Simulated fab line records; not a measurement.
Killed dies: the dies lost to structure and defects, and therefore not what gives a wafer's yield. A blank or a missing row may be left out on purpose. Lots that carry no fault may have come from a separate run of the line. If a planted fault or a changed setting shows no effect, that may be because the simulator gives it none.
What tool caused it? :: flow nandHarc :: 24 lots, 72 wafers sampled, at 5 steps of a route of 1159

## WHAT THE GAUGES SHOWED, per wafer
NHARC_P_GATE_CD_MEAS_46: the cd target is 720 nm. Usual: 719.5 nm for cdNm, sd 1.3.
lot: L074
measured: day 5 06:28
on: cdSem-01
cdNm (nm): 721.3 719.7 718.9
flag: 

lot: L077
measured: day 5 22:40
on: cdSem-02
cdNm (nm): 717.6 719.6 719.1
flag: 

lot: L076
measured: day 5 22:58
on: cdSem-01
cdNm (nm): 720.4 720.3 722.4
flag: 

lot: L075
measured: day 6 04:40
on: cdSem-02
cdNm (nm): 718.1 719.4 718.9
flag: 

lot: L078
measured: day 6 05:10
on: cdSem-02
cdNm (nm): 717.9 717.4 719.5
flag: 

lot: L079
measured: day 6 13:19
on: cdSem-01
cdNm (nm): 720.9 720.2 720.0
flag: 

lot: L080
measured: day 6 13:43
on: cdSem-01
cdNm (nm): 718.2 717.9 719.9
flag: 

lot: L082
measured: day 6 23:44
on: cdSem-03
cdNm (nm): 721.7 720.1 719.0
flag: 

lot: L081
measured: day 7 00:31
on: cdSem-03
cdNm (nm): 718.0 717.1 721.1
flag: 

lot: L084
measured: day 7 10:17
on: cdSem-03
cdNm (nm): 721.1 720.8 718.8
flag: 

lot: L083
measured: day 7 11:07
on: cdSem-02
cdNm (nm): 719.2 719.9 720.8
flag: 

lot: L086
measured: day 8 14:22
on: cdSem-02
cdNm (nm): 719.0 721.6 721.8
flag: 

lot: L087
measured: day 8 15:02
on: cdSem-01
cdNm (nm): 719.5 717.6 718.3
flag: 

lot: L085
measured: day 8 16:02
on: cdSem-02
cdNm (nm): 719.4 719.6 718.3
flag: 

lot: L089
measured: day 8 21:25
on: cdSem-02
cdNm (nm): 719.1 722.6 719.0
flag: 

lot: L088
measured: day 8 22:04
on: cdSem-02
cdNm (nm): 719.6 719.3 719.7
flag: 

lot: L090
measured: day 9 04:47
on: cdSem-02
cdNm (nm): 720.2 718.4 718.5
flag: 

lot: L092
measured: day 9 11:16
on: cdSem-02
cdNm (nm): 721.5 719.1 719.6
flag: 

lot: L091
measured: day 9 11:29
on: cdSem-02
cdNm (nm): 719.2 719.8 719.3
flag: 

lot: L093
measured: day 10 05:17
on: cdSem-03
cdNm (nm): 718.4 719.5 718.6
flag: 

lot: L094
measured: day 10 05:35
on: cdSem-03
cdNm (nm): 719.1 719.7 718.1
flag: 

lot: L095
measured: day 10 12:34
on: cdSem-02
cdNm (nm): 717.8 718.5 715.8
flag: 

lot: L096
measured: day 10 21:17
on: cdSem-01
cdNm (nm): 718.3 719.2 718.7
flag: 

lot: L097
measured: day 10 22:13
on: cdSem-01
cdNm (nm): 719.1 720.9 719.1
flag: 

NHARC_P_M1_INSPECT_11. Usual: 3.8 for rawDefectCount, sd 2.2.
lot: L074
measured: day 5 23:26
on: defectInspect-01
rawDefectCount: 2 4 3
flag: 

lot: L077
measured: day 6 16:25
on: defectInspect-02
rawDefectCount: 4 4 2
flag: 

lot: L076
measured: day 6 20:56
on: defectInspect-02
rawDefectCount: 5 6 1
flag: 

lot: L075
measured: day 6 21:59
on: defectInspect-02
rawDefectCount: 7 6 6
flag: 

lot: L078
measured: day 7 00:08
on: defectInspect-02
rawDefectCount: 2 1 6
flag: 

lot: L079
measured: day 7 06:14
on: defectInspect-02
rawDefectCount: 5 5 5
flag: 

lot: L080
measured: day 7 06:59
on: defectInspect-02
rawDefectCount: 1 2 5
flag: 

lot: L082
measured: day 7 17:46
on: defectInspect-01
rawDefectCount: 2 5 2
flag: 

lot: L081
measured: day 7 19:12
on: defectInspect-01
rawDefectCount: 1 4 4
flag: 

lot: L084
measured: day 8 05:26
on: defectInspect-01
rawDefectCount: 1 5 3
flag: 

lot: L083
measured: day 8 08:06
on: defectInspect-02
rawDefectCount: 4 8 3
flag: 

lot: L086
measured: day 9 09:50
on: defectInspect-01
rawDefectCount: 2 2 2
flag: 

lot: L087
measured: day 9 10:08
on: defectInspect-02
rawDefectCount: 2 3 3
flag: 

lot: L085
measured: day 9 11:01
on: defectInspect-01
rawDefectCount: 4 4 4
flag: 

lot: L089
measured: day 9 16:40
on: defectInspect-02
rawDefectCount: 4 6 3
flag: 

lot: L088
measured: day 9 17:16
on: defectInspect-02
rawDefectCount: 2 0 2
flag: 

lot: L090
measured: day 10 00:06
on: defectInspect-02
rawDefectCount: 4 2 4
flag: 

lot: L092
measured: day 10 06:56
on: defectInspect-02
rawDefectCount: 4 3 3
flag: 

lot: L091
measured: day 10 07:23
on: defectInspect-01
rawDefectCount: 5 4 2
flag: 

lot: L093
measured: day 10 21:39
on: defectInspect-01
rawDefectCount: 2 2 10
flag: 

lot: L094
measured: day 10 22:14
on: defectInspect-01
rawDefectCount: 6 1 6
flag: 

lot: L095
measured: day 11 05:20
on: defectInspect-02
rawDefectCount: 6 5 3
flag: 

lot: L096
measured: day 11 15:20
on: defectInspect-02
rawDefectCount: 2 4 6
flag: 

lot: L097
measured: day 11 15:59
on: defectInspect-02
rawDefectCount: 5 9 14
flag: 

NHARC_P_M2_INSPECT_11. Usual: 3.9 for rawDefectCount, sd 2.3.
lot: L074
measured: day 6 03:33
on: defectInspect-02
rawDefectCount: 1 3 4
flag: 

lot: L077
measured: day 6 20:26
on: defectInspect-02
rawDefectCount: 3 1 3
flag: 

lot: L076
measured: day 7 01:08
on: defectInspect-02
rawDefectCount: 6 9 0
flag: 

lot: L075
measured: day 7 02:28
on: defectInspect-01
rawDefectCount: 9 9 5
flag: 

lot: L078
measured: day 7 04:17
on: defectInspect-02
rawDefectCount: 2 8 6
flag: 

lot: L079
measured: day 7 10:22
on: defectInspect-02
rawDefectCount: 4 6 3
flag: 

lot: L080
measured: day 7 11:12
on: defectInspect-01
rawDefectCount: 2 1 5
flag: 

lot: L082
measured: day 7 21:47
on: defectInspect-01
rawDefectCount: 1 4 6
flag: 

lot: L081
measured: day 7 23:14
on: defectInspect-01
rawDefectCount: 4 3 5
flag: 

lot: L084
measured: day 8 09:38
on: defectInspect-01
rawDefectCount: 3 5 3
flag: 

lot: L083
measured: day 8 12:16
on: defectInspect-01
rawDefectCount: 3 5 3
flag: 

lot: L086
measured: day 9 13:59
on: defectInspect-02
rawDefectCount: 2 6 2
flag: 

lot: L087
measured: day 9 14:20
on: defectInspect-02
rawDefectCount: 5 4 5
flag: 

lot: L085
measured: day 9 15:11
on: defectInspect-01
rawDefectCount: 3 2 6
flag: 

lot: L089
measured: day 9 20:42
on: defectInspect-02
rawDefectCount: 3 6 2
flag: 

lot: L088
measured: day 9 21:38
on: defectInspect-01
rawDefectCount: 2 1 6
flag: 

lot: L090
measured: day 10 04:11
on: defectInspect-02
rawDefectCount: 3 0 2
flag: 

lot: L092
measured: day 10 11:07
on: defectInspect-01
rawDefectCount: 2 4 2
flag: 

lot: L091
measured: day 10 12:13
on: defectInspect-02
rawDefectCount: 3 1 2
flag: 

lot: L093
measured: day 11 01:43
on: defectInspect-02
rawDefectCount: 3 2 7
flag: 

lot: L094
measured: day 11 02:35
on: defectInspect-02
rawDefectCount: 2 3 5
flag: 

lot: L095
measured: day 11 10:10
on: defectInspect-02
rawDefectCount: 9 5 3
flag: 

lot: L096
measured: day 11 19:28
on: defectInspect-02
rawDefectCount: 6 3 6
flag: 

lot: L097
measured: day 11 20:11
on: defectInspect-02
rawDefectCount: 5 7 15
flag: 

## WHAT TOOL EACH LOT RAN ON (gives the tool, then ch and the chambers of the sampled wafers, and finally the start)
lot: L074
NHARC_P_CONTACT_STRIP_28: rieDiel-09 ch 1,3, day 5 16:11
NHARC_P_M0_ETCH_34: rieDiel-05 ch 0,1,2, day 5 19:31

lot: L077
NHARC_P_CONTACT_STRIP_28: rieDiel-06 ch 0,2,3, day 6 08:06
NHARC_P_M0_ETCH_34: rieDiel-10 ch 0,3, day 6 12:31

lot: L076
NHARC_P_CONTACT_STRIP_28: rieDiel-06 ch 0,1,3, day 6 08:36
NHARC_P_M0_ETCH_34: rieDiel-12 ch 0,1,2, day 6 17:04

lot: L075
NHARC_P_CONTACT_STRIP_28: rieDiel-06 ch 0,1, day 6 13:46
NHARC_P_M0_ETCH_34: rieDiel-12 ch 0,1,3, day 6 18:10

lot: L078
NHARC_P_CONTACT_STRIP_28: rieDiel-06 ch 0,2,3, day 6 14:23
NHARC_P_M0_ETCH_34: rieDiel-12 ch 2,3, day 6 20:12

lot: L079
NHARC_P_CONTACT_STRIP_28: rieDiel-09 ch 0,1, day 6 23:02
NHARC_P_M0_ETCH_34: rieDiel-10 ch 2,3, day 7 02:16

lot: L080
NHARC_P_CONTACT_STRIP_28: rieDiel-09 ch 0,1,2, day 6 23:32
NHARC_P_M0_ETCH_34: rieDiel-12 ch 0,1,3, day 7 02:53

lot: L082
NHARC_P_CONTACT_STRIP_28: rieDiel-01 ch 0,2, day 7 09:54
NHARC_P_M0_ETCH_34: rieDiel-05 ch 0,2,3, day 7 13:20

lot: L081
NHARC_P_CONTACT_STRIP_28: rieDiel-09 ch 1,3, day 7 10:20
NHARC_P_M0_ETCH_34: rieDiel-10 ch 0,2,3, day 7 15:19

lot: L084
NHARC_P_CONTACT_STRIP_28: rieDiel-06 ch 0,1,2, day 7 19:29
NHARC_P_M0_ETCH_34: rieDiel-12 ch 0,3, day 8 01:32

lot: L083
NHARC_P_CONTACT_STRIP_28: rieDiel-06 ch 0,1, day 7 20:29
NHARC_P_M0_ETCH_34: rieDiel-10 ch 0,1, day 8 03:59

lot: L086
NHARC_P_CONTACT_STRIP_28: rieDiel-09 ch 0,1,2, day 8 23:48
NHARC_P_M0_ETCH_34: rieDiel-05 ch 0,2,3, day 9 05:32

lot: L087
NHARC_P_CONTACT_STRIP_28: rieDiel-06 ch 0,1,3, day 9 01:11
NHARC_P_M0_ETCH_34: rieDiel-05 ch 0,3, day 9 06:10

lot: L085
NHARC_P_CONTACT_STRIP_28: rieDiel-06 ch 0,1,2, day 9 02:58
NHARC_P_M0_ETCH_34: rieDiel-05 ch 2,3, day 9 07:03

lot: L089
NHARC_P_CONTACT_STRIP_28: rieDiel-06 ch 0,1,3, day 9 07:55
NHARC_P_M0_ETCH_34: rieDiel-05 ch 1,3, day 9 12:46

lot: L088
NHARC_P_CONTACT_STRIP_28: rieDiel-09 ch 0,2,3, day 9 08:02
NHARC_P_M0_ETCH_34: rieDiel-05 ch 0,1, day 9 13:20

lot: L090
NHARC_P_CONTACT_STRIP_28: rieDiel-09 ch 0,1,3, day 9 14:20
NHARC_P_M0_ETCH_34: rieDiel-05 ch 1,2, day 9 20:02

lot: L092
NHARC_P_CONTACT_STRIP_28: rieDiel-09 ch 0,2, day 9 20:43
NHARC_P_M0_ETCH_34: rieDiel-12 ch 0,2,3, day 10 02:45

lot: L091
NHARC_P_CONTACT_STRIP_28: rieDiel-06 ch 0,1,3, day 9 21:23
NHARC_P_M0_ETCH_34: rieDiel-10 ch 0,2,3, day 10 03:25

lot: L093
NHARC_P_CONTACT_STRIP_28: rieDiel-06 ch 0,1,3, day 10 14:28
NHARC_P_M0_ETCH_34: rieDiel-12 ch 0,1,2, day 10 17:47

lot: L094
NHARC_P_CONTACT_STRIP_28: rieDiel-06 ch 1,2,3, day 10 14:54
NHARC_P_M0_ETCH_34: rieDiel-12 ch 0,1,3, day 10 18:13

lot: L095
NHARC_P_CONTACT_STRIP_28: rieDiel-06 ch 0,1,2, day 10 22:14
NHARC_P_M0_ETCH_34: rieDiel-12 ch 1,2, day 11 01:27

lot: L096
NHARC_P_CONTACT_STRIP_28: rieDiel-09 ch 2,3, day 11 06:32
NHARC_P_M0_ETCH_34: rieDiel-10 ch 0,1, day 11 09:52

lot: L097
NHARC_P_CONTACT_STRIP_28: rieDiel-09 ch 1,3, day 11 07:43
NHARC_P_M0_ETCH_34: rieDiel-05 ch 1,3, day 11 11:08
- NHARC_P_CONTACT_STRIP_28: strips in O2.
- NHARC_P_M0_ETCH_34: etches the open film in N2/H2, target depth 40 nm, overetch 12 nm, time 43.94 s.

## WHAT THE TOOLS THEMSELVES READ (means of the sampled wafers that have a number; where no wafer has one, the mark that the record gives instead)
NHARC_P_CONTACT_STRIP_28. Usual: drypumpMotorCurrentA 5.6 A, standard deviation 0.48; oesProductAu 1.000 a.u., standard deviation 0.0069; rfVppV 57.7 V, standard deviation 0.89; showerheadPlenumPTorr 3.52 Torr, standard deviation 0.1; throttleValvePct 17.036 %, standard deviation 0.0086.
lot: L074
tool: rieDiel-09
drypumpMotorCurrentA (A): 5.2
oesProductAu (a.u.): 0.998
rfVppV (V): 57.7
showerheadPlenumPTorr (Torr): 3.58
throttleValvePct (%): 17.038
flag: 

lot: L077
tool: rieDiel-06
drypumpMotorCurrentA (A): 5.6
oesProductAu (a.u.): 0.998
rfVppV (V): 57.3
showerheadPlenumPTorr (Torr): 3.47
throttleValvePct (%): 17.036
flag: 

lot: L076
tool: rieDiel-06
drypumpMotorCurrentA (A): 5.9
oesProductAu (a.u.): 1.003
rfVppV (V): 57.8
showerheadPlenumPTorr (Torr): 3.47
throttleValvePct (%): 17.034
flag: 

lot: L075
tool: rieDiel-06
drypumpMotorCurrentA (A): 5.9
oesProductAu (a.u.): 1.002
rfVppV (V): 58.4
showerheadPlenumPTorr (Torr): 3.51
throttleValvePct (%): 17.031
flag: 

lot: L078
tool: rieDiel-06
drypumpMotorCurrentA (A): 5.6
oesProductAu (a.u.): 0.999
rfVppV (V): 57.7
showerheadPlenumPTorr (Torr): 3.47
throttleValvePct (%): 17.038
flag: 

lot: L079
tool: rieDiel-09
drypumpMotorCurrentA (A): 5.1
oesProductAu (a.u.): 0.995
rfVppV (V): 58.2
showerheadPlenumPTorr (Torr): 3.68
throttleValvePct (%): 17.032
flag: 

lot: L080
tool: rieDiel-09
drypumpMotorCurrentA (A): 5.6
oesProductAu (a.u.): 0.999
rfVppV (V): 57.1
showerheadPlenumPTorr (Torr): 3.57
throttleValvePct (%): 17.048
flag: 

lot: L082
tool: rieDiel-01
drypumpMotorCurrentA (A): 5.2
oesProductAu (a.u.): 0.997
rfVppV (V): 58.4
showerheadPlenumPTorr (Torr): 3.64
throttleValvePct (%): 17.037
flag: 

lot: L081
tool: rieDiel-09
drypumpMotorCurrentA (A): 5.2
oesProductAu (a.u.): 0.990
rfVppV (V): 57.5
showerheadPlenumPTorr (Torr): 3.58
throttleValvePct (%): 17.032
flag: 

lot: L084
tool: rieDiel-06
drypumpMotorCurrentA (A): 5.7
oesProductAu (a.u.): 0.998
rfVppV (V): 57.4
showerheadPlenumPTorr (Torr): 3.51
throttleValvePct (%): 17.039
flag: 

lot: L083
tool: rieDiel-06
drypumpMotorCurrentA (A): 5.9
oesProductAu (a.u.): 1.003
rfVppV (V): 58.3
showerheadPlenumPTorr (Torr): 3.48
throttleValvePct (%): 17.042
flag: 

lot: L086
tool: rieDiel-09
drypumpMotorCurrentA (A): 5.6
oesProductAu (a.u.): 0.995
rfVppV (V): 58.0
showerheadPlenumPTorr (Torr): 3.57
throttleValvePct (%): 17.039
flag: 

lot: L087
tool: rieDiel-06
drypumpMotorCurrentA (A): 6.0
oesProductAu (a.u.): 1.012
rfVppV (V): 57.9
showerheadPlenumPTorr (Torr): 3.47
throttleValvePct (%): 17.035
flag: 

lot: L085
tool: rieDiel-06
drypumpMotorCurrentA (A): 5.6
oesProductAu (a.u.): 1.004
rfVppV (V): 57.3
showerheadPlenumPTorr (Torr): 3.51
throttleValvePct (%): 17.032
flag: 

lot: L089
tool: rieDiel-06
drypumpMotorCurrentA (A): 6.0
oesProductAu (a.u.): 1.005
rfVppV (V): 58.3
showerheadPlenumPTorr (Torr): 3.47
throttleValvePct (%): 17.047
flag: 

lot: L088
tool: rieDiel-09
drypumpMotorCurrentA (A): 5.7
oesProductAu (a.u.): 0.996
rfVppV (V): 58.3
showerheadPlenumPTorr (Torr): 3.56
throttleValvePct (%): 17.039
flag: 

lot: L090
tool: rieDiel-09
drypumpMotorCurrentA (A): 5.2
oesProductAu (a.u.): 1.004
rfVppV (V): 57.2
showerheadPlenumPTorr (Torr): 3.62
throttleValvePct (%): 17.033
flag: 

lot: L092
tool: rieDiel-09
drypumpMotorCurrentA (A): 5.6
oesProductAu (a.u.): 1.000
rfVppV (V): 57.7
showerheadPlenumPTorr (Torr): 3.61
throttleValvePct (%): 17.042
flag: 

lot: L091
tool: rieDiel-06
drypumpMotorCurrentA (A): 6.0
oesProductAu (a.u.): 1.005
rfVppV (V): 57.2
showerheadPlenumPTorr (Torr): 3.47
throttleValvePct (%): 17.041
flag: 

lot: L093
tool: rieDiel-06
drypumpMotorCurrentA (A): 5.9
oesProductAu (a.u.): 1.006
rfVppV (V): 58.0
showerheadPlenumPTorr (Torr): 3.46
throttleValvePct (%): 17.035
flag: 

lot: L094
tool: rieDiel-06
drypumpMotorCurrentA (A): 5.7
oesProductAu (a.u.): 0.998
rfVppV (V): 57.1
showerheadPlenumPTorr (Torr): 3.49
throttleValvePct (%): 17.036
flag: 

lot: L095
tool: rieDiel-06
drypumpMotorCurrentA (A): 5.6
oesProductAu (a.u.): 1.001
rfVppV (V): 57.8
showerheadPlenumPTorr (Torr): 3.50
throttleValvePct (%): 17.039
flag: 

lot: L096
tool: rieDiel-09
drypumpMotorCurrentA (A): 5.8
oesProductAu (a.u.): 1.001
rfVppV (V): 58.2
showerheadPlenumPTorr (Torr): 3.50
throttleValvePct (%): 17.032
flag: 

lot: L097
tool: rieDiel-09
drypumpMotorCurrentA (A): 5.3
oesProductAu (a.u.): 1.002
rfVppV (V): 57.2
showerheadPlenumPTorr (Torr): 3.57
throttleValvePct (%): 17.031
flag: 

NHARC_P_M0_ETCH_34. Usual: drypumpMotorCurrentA 5.8 A, standard deviation 0.42; n2FlowSccm 150.0 sccm, standard deviation 0.46; oesProductAu 1.001 a.u., standard deviation 0.0058; rfVppV 429.8 V, standard deviation 2.9; showerheadPlenumPTorr 2.02 Torr, standard deviation 0.098; throttleValvePct 14.172 %, standard deviation 0.0086.
lot: L074
tool: rieDiel-05
drypumpMotorCurrentA (A): 5.7
n2FlowSccm (sccm): 150.2
oesProductAu (a.u.): 0.999
rfVppV (V): 429.0
showerheadPlenumPTorr (Torr): 1.98
throttleValvePct (%): 14.166
flag: 

lot: L077
tool: rieDiel-10
drypumpMotorCurrentA (A): 5.9
n2FlowSccm (sccm): 149.8
oesProductAu (a.u.): 1.000
rfVppV (V): 428.4
showerheadPlenumPTorr (Torr): 1.99
throttleValvePct (%): 14.173
flag: 

lot: L076
tool: rieDiel-12
drypumpMotorCurrentA (A): 5.9
n2FlowSccm (sccm): 150.0
oesProductAu (a.u.): 1.001
rfVppV (V): 428.7
showerheadPlenumPTorr (Torr): 2.00
throttleValvePct (%): 14.171
flag: 

lot: L075
tool: rieDiel-12
drypumpMotorCurrentA (A): 5.9
n2FlowSccm (sccm): 150.5
oesProductAu (a.u.): 1.000
rfVppV (V): 429.8
showerheadPlenumPTorr (Torr): 1.98
throttleValvePct (%): 14.174
flag: 

lot: L078
tool: rieDiel-12
drypumpMotorCurrentA (A): 6.4
n2FlowSccm (sccm): 150.0
oesProductAu (a.u.): 0.998
rfVppV (V): 432.6
showerheadPlenumPTorr (Torr): 2.12
throttleValvePct (%): 14.177
flag: 

lot: L079
tool: rieDiel-10
drypumpMotorCurrentA (A): 6.0
n2FlowSccm (sccm): 150.3
oesProductAu (a.u.): 1.000
rfVppV (V): 426.5
showerheadPlenumPTorr (Torr): 1.92
throttleValvePct (%): 14.162
flag: 

lot: L080
tool: rieDiel-12
drypumpMotorCurrentA (A): 5.9
n2FlowSccm (sccm): 150.2
oesProductAu (a.u.): 1.005
rfVppV (V): 428.6
showerheadPlenumPTorr (Torr): 1.98
throttleValvePct (%): 14.176
flag: 

lot: L082
tool: rieDiel-05
drypumpMotorCurrentA (A): 5.8
n2FlowSccm (sccm): 149.4
oesProductAu (a.u.): 1.002
rfVppV (V): 430.5
showerheadPlenumPTorr (Torr): 2.07
throttleValvePct (%): 14.174
flag: 

lot: L081
tool: rieDiel-10
drypumpMotorCurrentA (A): 5.9
n2FlowSccm (sccm): 150.0
oesProductAu (a.u.): 1.002
rfVppV (V): 430.5
showerheadPlenumPTorr (Torr): 2.00
throttleValvePct (%): 14.184
flag: 

lot: L084
tool: rieDiel-12
drypumpMotorCurrentA (A): 6.1
n2FlowSccm (sccm): 150.3
oesProductAu (a.u.): 0.990
rfVppV (V): 428.8
showerheadPlenumPTorr (Torr): 1.96
throttleValvePct (%): 14.173
flag: 

lot: L083
tool: rieDiel-10
drypumpMotorCurrentA (A): 5.4
n2FlowSccm (sccm): 149.9
oesProductAu (a.u.): 1.007
rfVppV (V): 431.9
showerheadPlenumPTorr (Torr): 2.10
throttleValvePct (%): 14.177
flag: 

lot: L086
tool: rieDiel-05
drypumpMotorCurrentA (A): 5.8
n2FlowSccm (sccm): 149.9
oesProductAu (a.u.): 0.998
rfVppV (V): 431.8
showerheadPlenumPTorr (Torr): 2.07
throttleValvePct (%): 14.166
flag: 

lot: L087
tool: rieDiel-05
drypumpMotorCurrentA (A): 5.8
n2FlowSccm (sccm): 149.9
oesProductAu (a.u.): 0.999
rfVppV (V): 430.5
showerheadPlenumPTorr (Torr): 2.05
throttleValvePct (%): 14.174
flag: 

lot: L085
tool: rieDiel-05
drypumpMotorCurrentA (A): 5.9
n2FlowSccm (sccm): 149.9
oesProductAu (a.u.): 1.003
rfVppV (V): 432.6
showerheadPlenumPTorr (Torr): 2.10
throttleValvePct (%): 14.176
flag: 

lot: L089
tool: rieDiel-05
drypumpMotorCurrentA (A): 5.3
n2FlowSccm (sccm): 149.9
oesProductAu (a.u.): 1.003
rfVppV (V): 428.9
showerheadPlenumPTorr (Torr): 2.01
throttleValvePct (%): 14.170
flag: 

lot: L088
tool: rieDiel-05
drypumpMotorCurrentA (A): 5.6
n2FlowSccm (sccm): 149.9
oesProductAu (a.u.): 0.995
rfVppV (V): 427.8
showerheadPlenumPTorr (Torr): 1.95
throttleValvePct (%): 14.172
flag: 

lot: L090
tool: rieDiel-05
drypumpMotorCurrentA (A): 5.4
n2FlowSccm (sccm): 150.1
oesProductAu (a.u.): 1.002
rfVppV (V): 427.8
showerheadPlenumPTorr (Torr): 1.96
throttleValvePct (%): 14.174
flag: 

lot: L092
tool: rieDiel-12
drypumpMotorCurrentA (A): 6.2
n2FlowSccm (sccm): 150.1
oesProductAu (a.u.): 0.999
rfVppV (V): 430.6
showerheadPlenumPTorr (Torr): 2.04
throttleValvePct (%): 14.174
flag: 

lot: L091
tool: rieDiel-10
drypumpMotorCurrentA (A): 5.9
n2FlowSccm (sccm): 149.5
oesProductAu (a.u.): 1.008
rfVppV (V): 429.3
showerheadPlenumPTorr (Torr): 2.00
throttleValvePct (%): 14.173
flag: 

lot: L093
tool: rieDiel-12
drypumpMotorCurrentA (A): 5.9
n2FlowSccm (sccm): 149.7
oesProductAu (a.u.): 1.009
rfVppV (V): 429.0
showerheadPlenumPTorr (Torr): 2.00
throttleValvePct (%): 14.168
flag: 

lot: L094
tool: rieDiel-12
drypumpMotorCurrentA (A): 5.9
n2FlowSccm (sccm): 149.8
oesProductAu (a.u.): 1.005
rfVppV (V): 428.8
showerheadPlenumPTorr (Torr): 1.98
throttleValvePct (%): 14.170
flag: 

lot: L095
tool: rieDiel-12
drypumpMotorCurrentA (A): 5.8
n2FlowSccm (sccm): 150.1
oesProductAu (a.u.): 1.003
rfVppV (V): 430.2
showerheadPlenumPTorr (Torr): 2.02
throttleValvePct (%): 14.175
flag: 

lot: L096
tool: rieDiel-10
drypumpMotorCurrentA (A): 5.4
n2FlowSccm (sccm): 150.0
oesProductAu (a.u.): 1.003
rfVppV (V): 431.9
showerheadPlenumPTorr (Torr): 2.09
throttleValvePct (%): 14.178
flag: 

lot: L097
tool: rieDiel-05
drypumpMotorCurrentA (A): 5.3
n2FlowSccm (sccm): 150.1
oesProductAu (a.u.): 1.000
rfVppV (V): 430.4
showerheadPlenumPTorr (Torr): 2.01
throttleValvePct (%): 14.177
flag: 

## THE ANSWER, worked out from the rows above alone
Rule: a lot counts as off when the mean over its wafers that have a number is more than 3 standard deviations away from the usual mean. Also off: a lot with no number at a reading for which 4 or more lots have one. The other lots that the step has rows for count as sound. After the gauges, taken in route order, come the tools' own readings; for these a lot's mean is taken, as printed above. At the first step where some lot is off, the reading lying furthest off is the one used; lots without a number count as furthest.
No lot is off at any reading shown: from this, nothing can be told.

## WHAT THE SIMULATOR PUT IN
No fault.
